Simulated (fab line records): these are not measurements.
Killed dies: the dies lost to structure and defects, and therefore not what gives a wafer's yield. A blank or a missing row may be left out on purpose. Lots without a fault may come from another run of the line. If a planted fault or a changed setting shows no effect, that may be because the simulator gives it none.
Lot-split experiment -- flow n5 finfet -- on a route of 1938 steps: 7 lots, 21 wafers read

THE SPLIT ITSELF
At N5_BEOL_M3_ETCH_64 (etches SOC in N2/H2, target depth 75 nm, overetch 15 nm, time 112.5 s), the setting time s was moved away from the recipe's 112.5 s on 8 of the 21 wafers read, by -22.3% to +21.1%. For the rest of the wafers, this setting stayed at what the recipe calls for.

FROM THE SPLIT TO THE READING: what the file shows between them, 3 steps
- N5_BEOL_M3_STRIP_65: strips in N2/H2
- N5_BEOL_M3_STRIP_75: strips in N2/H2
- N5_BEOL_M3_STRIP_66: strips in CF4

THE READING
etch.depth nm (the simulator's own value, which no gauge read), in nm, at N5_BEOL_M3_HM_OPEN_17 (chemistry Cl2/BCl3, target TiN, target depth 20 nm, overetch 6 nm). There is no usual value for it anywhere in the file. Average 20.10 nm, standard deviation 0.21 nm, over the 13 wafers here run with the recipe.

wafer,"tool, chamber at the split","time s as run, s",against the recipe,"etch.depth nm, nm",against lot-mates on the recipe
L074.2,"rie diel-01, 2",136.2,+21.1%,17.37,-2.36
L074.4,"rie diel-01, 3",112.5,recipe,19.76,-
L074.6,"rie diel-01, 3",112.5,recipe,19.71,-
L077.1,"rie diel-03, 1,0",129.9,+15.5%,18.33,-1.95
L077.4,"rie diel-03, 2",112.5,recipe,20.28,-
L077.6,"rie diel-03, 1,0",129.9,+15.5%,18.47,-1.81
L078.1,"rie diel-05, 1,3",112.5,recipe,20.36,-
L078.2,"rie diel-05, 0",130.8,+16.3%,18.6,-1.69
L078.4,"rie diel-05, 1,3",112.5,recipe,20.22,-
L082.1,"rie diel-03, 3,2,1",87.4,-22.3%,20.16,no lot-mate on the recipe
L082.2,"rie diel-03, 3,2,1",87.4,-22.3%,20.23,no lot-mate on the recipe
L082.3,"rie diel-03, 3,2,1",87.4,-22.3%,20.12,no lot-mate on the recipe
L083.2,"rie diel-01, 0,2",112.5,recipe,19.85,-
L083.5,"rie diel-01, 1",93.13,-17.2%,20.01,+0.11
L083.6,"rie diel-01, 0,2",112.5,recipe,19.95,-
L087.1,"rie diel-05, 2,3",112.5,recipe,20.2,-
L087.2,"rie diel-05, 0",112.5,recipe,20.34,-
L087.4,"rie diel-05, 2,3",112.5,recipe,20.09,-
L093.1,"rie diel-05, 0,3,0",112.5,recipe,20.14,-
L093.3,"rie diel-05, 0,3,0",112.5,recipe,20.25,-
L093.5,"rie diel-05, 0,3,0",112.5,recipe,20.09,-
The file does not say which wafer passed through which chamber wherever a row lists several chambers: such a row stands for several wafers.

THE FIT
A straight line over all 21 wafers: etch.depth nm changes by -0.0484 nm for each +1% of time s; r = -0.72; the points scatter about the line by 0.58 nm.
The same after taking each lot's own level away (the mean of its wafers on the recipe; 18 wafers): -0.0863 nm for each +1%; r = -0.90; scatter 0.38 nm.
That fit puts the effect of the largest move of time s on the reading at 1.9 nm.
Measured against the standard deviation above, the lots' own levels, which go from 19.735 to 20.290 nm, span 2.7 times it.
So the lot-to-lot level blurs the effect unless lot-mates are compared.
Check: -1.84 nm against its lot-mates is what the line predicts for one of the wafers moved furthest among these (+21.1%) when that wafer is left out of the fit. Against them it came out at -2.36 nm.

FURTHER SPLITS ON THESE WAFERS
Other splits were also applied to these wafers ahead of the reading. Each is held against what the fit with the lots' levels taken away leaves over:
other split on the same wafers,wafers away from the commonest value,r with etch.depth nm (lot level and that fit taken away)
N5_BEOL_M2_EXPOSE_08 dose mj,7,+0.50
N5_BEOL_M2_DESCUM_33 time s,4,-0.04

THE WHOLE CHAIN: every reading that the file lists as answering this split, in the file's order
step,what it does,reading,change (the file's fit),r (the file's)
N5_BEOL_M3_ETCH_64,"etches SOC in N2/H2, target depth 75 nm, overetch 15 nm, time 112.5 s","SiARC_of_BEOL_M3_COAT_62.thk nm (the simulator's own value, which no gauge read)",-0.0544 nm for each +1% of the setting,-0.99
N5_BEOL_M3_HM_OPEN_17,"chemistry Cl2/BCl3, target TiN, target depth 20 nm, overetch 6 nm","etch.depth nm (the simulator's own value, which no gauge read)",-0.087 nm for each +1% of the setting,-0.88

FILE'S OWN FIT
etch.depth nm changes by -0.087 nm for each +1% of time s, r = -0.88.
